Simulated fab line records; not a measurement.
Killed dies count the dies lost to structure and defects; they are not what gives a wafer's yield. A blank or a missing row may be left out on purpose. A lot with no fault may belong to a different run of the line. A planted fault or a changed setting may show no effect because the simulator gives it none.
Which tool did it? | flow n5 finfet | 24 lots with 72 wafers sampled at 5 steps, on a route of 1938 steps

== WHAT THE GAUGES READ, wafer by wafer ==
N5_FIN_CUT_OVL_MEAS_09.
lot  | measured    | on         | FIN_CUT_OVL (nm)
L074 | day 2 03:16 | overlay-02 | -0.6 -0.4 1.1
L075 | day 2 08:20 | overlay-02 | -0.7 -0.4 -0.3
L076 | day 2 15:04 | overlay-02 | -0.2 0.2 0.9
L077 | day 2 21:13 | overlay-01 | -1.2 -0.9 -0.3
L078 | day 3 02:32 | overlay-02 | -1.1 0.1 -1.0
L079 | day 3 09:01 | overlay-02 | -0.5 -0.3 -0.6
L080 | day 3 15:44 | overlay-01 | -1.4 -0.3 0.1
L081 | day 3 22:51 | overlay-02 | -0.1 0.9 -0.2
L082 | day 4 03:08 | overlay-01 | -0.8 0.0 0.3
L083 | day 4 08:53 | overlay-02 | -0.1 -0.6 -0.2
L084 | day 4 15:08 | overlay-02 | 0.3 0.2 -0.2
L085 | day 4 21:41 | overlay-01 | -0.6 -0.3 -1.3
L086 | day 5 05:16 | overlay-02 | -0.2 0.6 -0.7
L087 | day 5 09:59 | overlay-02 | -0.8 0.4 0.7
L088 | day 5 14:16 | overlay-02 | 0.5 0.1 0.1
L089 | day 5 20:29 | overlay-02 | -0.9 -0.3 0.7
L090 | day 6 02:32 | overlay-01 | -0.2 1.0 0.0
L091 | day 6 08:55 | overlay-02 | -0.6 -0.2 1.2
L092 | day 6 16:37 | overlay-02 | -0.2 -0.3 -0.2
L093 | day 6 22:10 | overlay-02 | 1.3 0.9 0.8
L094 | day 7 04:08 | overlay-01 | -0.8 -0.7 -0.8
L095 | day 7 08:55 | overlay-02 | -0.9 -1.1 -1.1
L096 | day 7 16:16 | overlay-01 | -0.4 -0.6 -0.1
L097 | day 7 20:58 | overlay-02 | 0.1 0.3 -0.6

N5_DUMMY_GATE_OVL_MEAS_16.
lot  | measured    | on         | GATE_OVL (nm)
L074 | day 2 21:48 | overlay-02 | 0.4 0.2 0.5
L075 | day 3 02:52 | overlay-02 | 1.1 -0.2 0.5
L076 | day 3 19:05 | overlay-01 | 0.8 1.2 1.4
L077 | day 3 23:37 | overlay-02 | -0.1 -0.1 0.1
L078 | day 4 03:40 | overlay-01 | 1.2 1.3 1.7
L079 | day 4 07:33 | overlay-02 | 0.4 0.4 1.0
L080 | day 4 10:31 | overlay-01 | -0.1 0.2 1.2
L081 | day 4 20:02 | overlay-01 | -0.2 0.9 0.4
L082 | day 4 22:29 | overlay-02 | -0.7 0.4 0.6
L083 | day 5 04:23 | overlay-02 | 0.5 0.3 0.4
L084 | day 5 12:27 | overlay-01 | 0.5 0.5 1.1
L085 | day 6 00:36 | overlay-02 | 0.4 0.9 0.1
L086 | day 6 00:38 | overlay-01 | 0.7 0.8 1.5
L087 | day 6 07:02 | overlay-02 | 1.4 0.8 1.8
L088 | day 6 13:20 | overlay-02 | 1.2 1.7 1.5
L089 | day 6 16:01 | overlay-01 | 0.9 0.5 0.3
L090 | day 6 23:09 | overlay-01 | 0.1 0.6 0.3
L091 | day 7 06:08 | overlay-01 | 0.5 0.1 0.4
L092 | day 7 15:42 | overlay-01 | 1.3 1.3 0.9
L093 | day 7 20:10 | overlay-02 | 1.3 0.9 0.2
L094 | day 7 23:25 | overlay-02 | 1.4 1.2 1.0
L095 | day 8 04:05 | overlay-02 | -0.3 0.6 0.5
L096 | day 8 13:56 | overlay-02 | 0.8 0.4 2.0
L097 | day 8 15:31 | overlay-01 | -0.2 0.5 -0.7

N5_DUMMY_GATE_CD_MEAS_50: target cd 14 nm.
lot  | measured    | on        | cd nm (nm)
L074 | day 2 22:41 | cd sem-02 | 14.4 14.3 14.4
L075 | day 3 03:20 | cd sem-01 | 13.7 13.6 14.0
L076 | day 3 19:34 | cd sem-01 | 13.3 13.9 14.2
L077 | day 4 00:18 | cd sem-02 | 13.4 13.9 13.7
L078 | day 4 04:08 | cd sem-03 | 13.9 14.6 14.4
L079 | day 4 08:01 | cd sem-01 | 13.7 14.4 13.9
L080 | day 4 10:59 | cd sem-02 | 14.2 14.7 14.2
L081 | day 4 20:30 | cd sem-02 | 13.6 14.1 14.3
L082 | day 4 22:59 | cd sem-03 | 14.1 13.8 14.6
L083 | day 5 04:50 | cd sem-02 | 13.9 13.7 14.1
L084 | day 5 12:57 | cd sem-03 | 13.5 14.0 13.4
L085 | day 6 01:52 | cd sem-02 | 13.9 14.3 13.8
L086 | day 6 02:17 | cd sem-01 | 13.8 14.0 14.4
L087 | day 6 07:46 | cd sem-01 | 14.0 14.1 13.6
L088 | day 6 13:47 | cd sem-01 | 14.2 14.3 13.5
L089 | day 6 16:35 | cd sem-01 | 14.3 14.0 14.3
L090 | day 6 23:55 | cd sem-03 | 14.1 13.3 13.8
L091 | day 7 06:49 | cd sem-03 | 13.5 13.8 13.7
L092 | day 7 16:10 | cd sem-03 | 14.2 13.8 14.0
L093 | day 7 20:37 | cd sem-03 | 13.7 14.4 13.4
L094 | day 7 23:56 | cd sem-03 | 13.8 14.3 14.1
L095 | day 8 04:33 | cd sem-03 | 13.7 14.4 13.9
L096 | day 8 14:24 | cd sem-02 | 13.9 13.4 13.6
L097 | day 8 16:14 | cd sem-02 | 14.4 14.2 14.4

== WHICH TOOL RAN EACH LOT (tool, then ch and the chambers of the sampled wafers, then the start) ==
lot  | N5_FIN_SAQP_HM_OPEN_33            | N5_FIN_SAQP_STRIP_77
L074 | rie diel-02 ch 0,1, day 2 02:23   | rie diel-02 ch 0,1, day 2 02:29
L075 | rie diel-02 ch 0,2,3, day 2 07:27 | rie diel-02 ch 0,2,3, day 2 07:33
L076 | rie diel-02 ch 0,1, day 2 14:04   | rie diel-02 ch 0,1, day 2 14:10
L077 | rie diel-02 ch 0,1, day 2 20:20   | rie diel-02 ch 0,1, day 2 20:25
L078 | rie diel-02 ch 1,3, day 3 01:40   | rie diel-02 ch 1,3, day 3 01:46
L079 | rie diel-05 ch 0,1,2, day 3 08:01 | rie diel-05 ch 0,1,2, day 3 08:06
L080 | rie diel-05 ch 0,1,3, day 3 14:43 | rie diel-05 ch 0,1,3, day 3 14:48
L081 | rie diel-06 ch 0,1,3, day 3 21:58 | rie diel-06 ch 0,1,3, day 3 22:04
L082 | rie diel-06 ch 0,1,2, day 4 02:08 | rie diel-06 ch 0,1,2, day 4 02:13
L083 | rie diel-06 ch 0,2,3, day 4 07:58 | rie diel-06 ch 0,2,3, day 4 08:04
L084 | rie diel-06 ch 0,2, day 4 14:08   | rie diel-06 ch 0,2, day 4 14:13
L085 | rie diel-02 ch 1,2,3, day 4 20:41 | rie diel-02 ch 1,2,3, day 4 20:47
L086 | rie diel-06 ch 0,1,3, day 5 04:16 | rie diel-06 ch 0,1,3, day 5 04:21
L087 | rie diel-05 ch 0,2, day 5 08:58   | rie diel-05 ch 0,2, day 5 09:04
L088 | rie diel-06 ch 1,2,3, day 5 13:16 | rie diel-06 ch 1,2,3, day 5 13:22
L089 | rie diel-06 ch 2,3, day 5 19:30   | rie diel-06 ch 2,3, day 5 19:35
L090 | rie diel-05 ch 0,1,3, day 6 01:40 | rie diel-05 ch 0,1,3, day 6 01:45
L091 | rie diel-05 ch 1,3, day 6 07:55   | rie diel-05 ch 1,3, day 6 08:01
L092 | rie diel-05 ch 1,2,3, day 6 15:44 | rie diel-05 ch 1,2,3, day 6 15:50
L093 | rie diel-02 ch 0,1,3, day 6 21:07 | rie diel-02 ch 0,1,3, day 6 21:13
L094 | rie diel-06 ch 0,1,2, day 7 03:08 | rie diel-06 ch 0,1,2, day 7 03:13
L095 | rie diel-05 ch 0,1, day 7 07:55   | rie diel-05 ch 0,1, day 7 08:01
L096 | rie diel-06 ch 0,1, day 7 15:23   | rie diel-06 ch 0,1, day 7 15:28
L097 | rie diel-05 ch 0,3, day 7 19:59   | rie diel-05 ch 0,3, day 7 20:04
- N5_FIN_SAQP_HM_OPEN_33: chemistry CH3F/O2, target SiNx, target depth 49.4 nm, time 70.6 s.
- N5_FIN_SAQP_STRIP_77: strips in N2/H2, time 90 s.

== WHAT THE TOOLS THEMSELVES READ (means of the sampled wafers that have a number; where no wafer has one, the mark that the record gives instead) ==
N5_FIN_SAQP_HM_OPEN_33.
lot  | tool        | drypump motor current A (A) | etch rf on time s (s) | oes_ar_750_au (a.u.) | oes_f_703_au (a.u.) | oes product au (a.u.) | rf vpp V (V) | showerhead plenum p Torr (Torr) | throttle valve pct (%)
L074 | rie diel-02 | 6.4                         | 69.1                  | 0.81                 | 0.81                | 0.69                  | 295          | 2.03                            | 16.16
L075 | rie diel-02 | 5.8                         | 70.4                  | 0.84                 | 0.85                | 0.71                  | 289          | 2.05                            | 16.50
L076 | rie diel-02 | 6.4                         | 68.1                  | 0.81                 | 0.81                | 0.68                  | 294          | 2.03                            | 16.17
L077 | rie diel-02 | 6.5                         | 69.2                  | 0.87                 | 0.88                | 0.73                  | 294          | 2.08                            | 16.18
L078 | rie diel-02 | 6.2                         | 69.7                  | 0.76                 | 0.77                | 0.65                  | 291          | 2.00                            | 16.29
L079 | rie diel-05 | 5.6                         | 67.1                  | 0.83                 | 0.83                | 0.71                  | 304          | 2.05                            | 16.31
L080 | rie diel-05 | 5.7                         | 67.7                  | 0.86                 | 0.87                | 0.74                  | 300          | 2.06                            | 16.32
L081 | rie diel-06 | 5.9                         | 70.5                  | 0.78                 | 0.79                | 0.66                  | 295          | 2.04                            | 16.47
L082 | rie diel-06 | 5.9                         | 68.7                  | 0.76                 | 0.78                | 0.65                  | 290          | 2.03                            | 16.40
L083 | rie diel-06 | 5.9                         | 69.7                  | 0.81                 | 0.82                | 0.68                  | 293          | 2.02                            | 16.42
L084 | rie diel-06 | 6.1                         | 68.9                  | 0.77                 | 0.77                | 0.64                  | 288          | 2.00                            | 16.47
L085 | rie diel-02 | 5.8                         | 70.2                  | 0.76                 | 0.77                | 0.64                  | 289          | 2.01                            | 16.52
L086 | rie diel-06 | 5.9                         | 68.7                  | 0.77                 | 0.79                | 0.65                  | 294          | 2.03                            | 16.49
L087 | rie diel-05 | 5.1                         | 68.4                  | 0.77                 | 0.76                | 0.67                  | 302          | 2.06                            | 16.22
L088 | rie diel-06 | 5.6                         | 68.9                  | 0.80                 | 0.81                | 0.67                  | 295          | 2.04                            | 16.36
L089 | rie diel-06 | 5.6                         | 68.8                  | 0.83                 | 0.83                | 0.70                  | 293          | 2.03                            | 16.31
L090 | rie diel-05 | 5.7                         | 68.3                  | 0.84                 | 0.85                | 0.72                  | 300          | 2.06                            | 16.35
L091 | rie diel-05 | 5.7                         | 68.6                  | 0.85                 | 0.85                | 0.72                  | 297          | 2.08                            | 16.18
L092 | rie diel-05 | 5.5                         | 68.9                  | 0.81                 | 0.81                | 0.70                  | 301          | 2.07                            | 16.19
L093 | rie diel-02 | 6.2                         | 68.9                  | 0.80                 | 0.80                | 0.68                  | 291          | 2.03                            | 16.36
L094 | rie diel-06 | 5.9                         | 68.1                  | 0.74                 | 0.75                | 0.62                  | 290          | 2.02                            | 16.45
L095 | rie diel-05 | 5.7                         | 67.0                  | 0.81                 | 0.82                | 0.70                  | 303          | 2.03                            | 16.54
L096 | rie diel-06 | 6.2                         | 70.3                  | 0.72                 | 0.73                | 0.60                  | 290          | 2.01                            | 16.58
L097 | rie diel-05 | 5.5                         | 67.8                  | 0.81                 | 0.81                | 0.69                  | 299          | 2.05                            | 16.42

N5_FIN_SAQP_STRIP_77.
lot  | tool        | drypump motor current A (A) | oes product au (a.u.) | rf vpp V (V) | showerhead plenum p Torr (Torr) | throttle valve pct (%)
L074 | rie diel-02 | 6.4                         | 0.81                  | 45.4         | 3.45                            | 12.09
L075 | rie diel-02 | 5.8                         | 0.84                  | 45.2         | 3.47                            | 12.32
L076 | rie diel-02 | 6.3                         | 0.81                  | 45.8         | 3.45                            | 12.10
L077 | rie diel-02 | 6.5                         | 0.87                  | 46.0         | 3.53                            | 12.12
L078 | rie diel-02 | 6.2                         | 0.74                  | 45.1         | 3.38                            | 12.22
L079 | rie diel-05 | 5.5                         | 0.84                  | 44.7         | 3.45                            | 12.11
L080 | rie diel-05 | 5.7                         | 0.87                  | 45.7         | 3.46                            | 12.07
L081 | rie diel-06 | 5.9                         | 0.79                  | 45.2         | 3.42                            | 12.28
L082 | rie diel-06 | 5.9                         | 0.76                  | 46.1         | 3.42                            | 12.25
L083 | rie diel-06 | 5.9                         | 0.81                  | 45.7         | 3.40                            | 12.25
L084 | rie diel-06 | 6.1                         | 0.76                  | 45.2         | 3.38                            | 12.36
L085 | rie diel-02 | 5.8                         | 0.75                  | 45.5         | 3.37                            | 12.36
L086 | rie diel-06 | 5.9                         | 0.77                  | 45.4         | 3.42                            | 12.31
L087 | rie diel-05 | 5.1                         | 0.77                  | 45.3         | 3.48                            | 12.13
L088 | rie diel-06 | 5.6                         | 0.80                  | 45.7         | 3.44                            | 12.15
L089 | rie diel-06 | 5.6                         | 0.82                  | 46.7         | 3.41                            | 12.11
L090 | rie diel-05 | 5.7                         | 0.84                  | 45.3         | 3.45                            | 12.11
L091 | rie diel-05 | 5.7                         | 0.85                  | 45.1         | 3.50                            | 12.04
L092 | rie diel-05 | 5.5                         | 0.82                  | 45.4         | 3.49                            | 12.08
L093 | rie diel-02 | 6.3                         | 0.78                  | 45.4         | 3.45                            | 12.30
L094 | rie diel-06 | 5.9                         | 0.74                  | 45.0         | 3.41                            | 12.32
L095 | rie diel-05 | 5.7                         | 0.82                  | 45.2         | 3.39                            | 12.24
L096 | rie diel-06 | 6.2                         | 0.71                  | 45.0         | 3.39                            | 12.49
L097 | rie diel-05 | 5.5                         | 0.80                  | 44.9         | 3.43                            | 12.16

== THE ANSWER, worked out from the rows above alone ==
Rule: usual is defined by the lots themselves. The widest of any qualifying gaps counts: lots, ordered by their means at a reading, are off when they make up no more than a third of the lots, leave a main group of 4 or more, and stand apart from it by 3 or more times the standard deviation of that group's means. If all means in a main group match to the digits the tables above print for the reading, that group is not used. Also off: a lot with no number at a reading for which 4 or more lots have one. The other lots that the step has rows for count as sound. The gauges are gone through in route order, then the tools' own readings, and for those a lot's mean is taken as printed above. At the first step where some lot is off, the reading lying furthest off is the one used; lots without a number count as furthest.
No lot is off on any of the readings shown, so nothing can be concluded from this.

== WHAT THE SIMULATOR HAD PUT IN ==
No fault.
